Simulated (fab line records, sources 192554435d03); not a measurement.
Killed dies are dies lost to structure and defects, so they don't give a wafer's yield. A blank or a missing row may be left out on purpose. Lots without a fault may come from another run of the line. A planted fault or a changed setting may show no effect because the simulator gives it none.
Chamber matching | flow n5_finfet | N5_HKMG_FIN_STRIP_93 on rie_diel-03: 4 sister chambers
The step strips SOC in N2/H2, time 20 s. 20 wafers are shown with their chamber, then 10 later ones without.

WAFERS WITH THEIR CHAMBER
wafer  | chamber | showerhead_plenum_p_Torr (Torr) | drypump_motor_current_A (A) | throttle_valve_pct (%)
L075.1 | 3       | 3.33                            | 6.5                         | 18.3
L075.3 | 0       | 3.18                            | 5.6                         | 19.2
L075.6 | 1       | 3.60                            | 5.5                         | 19.2
L076.2 | 2       | 3.22                            | 5.7                         | 19.2
L076.3 | 0       | 3.18                            | 5.7                         | 19.2
L076.5 | 3       | 3.33                            | 6.4                         | 18.3
L078.1 | 3       | 3.33                            | 6.4                         | 18.3
L078.4 | 0       | 3.18                            | 5.7                         | 19.2
L078.6 | 0       | 3.18                            | 5.7                         | 19.2
L085.2 | 3       | 3.32                            | 6.5                         | 18.3
L085.4 | 1       | 3.59                            | 5.5                         | 19.2
L085.6 | 3       | 3.32                            | 6.5                         | 18.4
L086.2 | 2       | 3.21                            | 5.7                         | 19.3
L086.4 | 2       | 3.21                            | 5.7                         | 19.2
L086.5 | 1       | 3.59                            | 5.5                         | 19.2
L088.1 | 2       | 3.21                            | 5.7                         | 19.3
L088.2 | 3       | 3.32                            | 6.4                         | 18.4
L088.5 | 2       | 3.21                            | 5.7                         | 19.2
L089.1 | 2       | 3.21                            | 5.7                         | 19.3
L089.2 | 3       | 3.32                            | 6.4                         | 18.4

SIGNATURES (means of the wafers above)
reading                  | chamber 0 | chamber 1 | chamber 2 | chamber 3 | scatter within a chamber
showerhead_plenum_p_Torr | 3.1800    | 3.5933    | 3.2117    | 3.3243    | 0.00448
drypump_motor_current_A  | 5.675     | 5.500     | 5.700     | 6.443     | 0.0392
throttle_valve_pct       | 19.200    | 19.200    | 19.250    | 18.343    | 0.0448
Rule: a wafer's distance from a chamber is the root of the sum, over the readings, of the square of ((its reading less the chamber's mean) divided by the reading's scatter). The wafer belongs to the nearest chamber; if the next one is less than 2 further off, it can't be placed. The scatter: the root of (the sum of the squares of (reading less its chamber's mean) over the shown wafers, divided by (wafers less chambers)).

WAFERS WITHOUT THEIR CHAMBER
wafer  | showerhead_plenum_p_Torr (Torr) | drypump_motor_current_A (A) | throttle_valve_pct (%)
L089.4 | 3.21                            | 5.6                         | 19.2
L090.1 | 3.58                            | 5.5                         | 19.2
L090.4 | 3.32                            | 6.4                         | 18.4
L090.6 | 3.58                            | 5.5                         | 19.2
L094.3 | 3.58                            | 5.6                         | 18.9
L094.4 | 3.57                            | 5.5                         | 19.2
L094.5 | 3.20                            | 5.7                         | 19.3
L096.1 | 3.57                            | 5.7                         | 18.9
L096.3 | 3.31                            | 6.4                         | 18.4
L096.4 | 3.31                            | 6.4                         | 18.4

WHICH CHAMBER EACH WENT THROUGH
wafer  | from the rows above | in truth
L089.4 | 2                   | 2
L090.1 | 1                   | 1
L090.4 | 3                   | 3
L090.6 | 1                   | 1
L094.3 | 1                   | 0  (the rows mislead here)
L094.4 | 1                   | 1
L094.5 | 2                   | 2
L096.1 | 1                   | 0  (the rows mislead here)
L096.3 | 3                   | 3
L096.4 | 3                   | 3
Placed correctly: 8 of 10. Can't be placed from these rows: 0. Placed wrongly: 2.
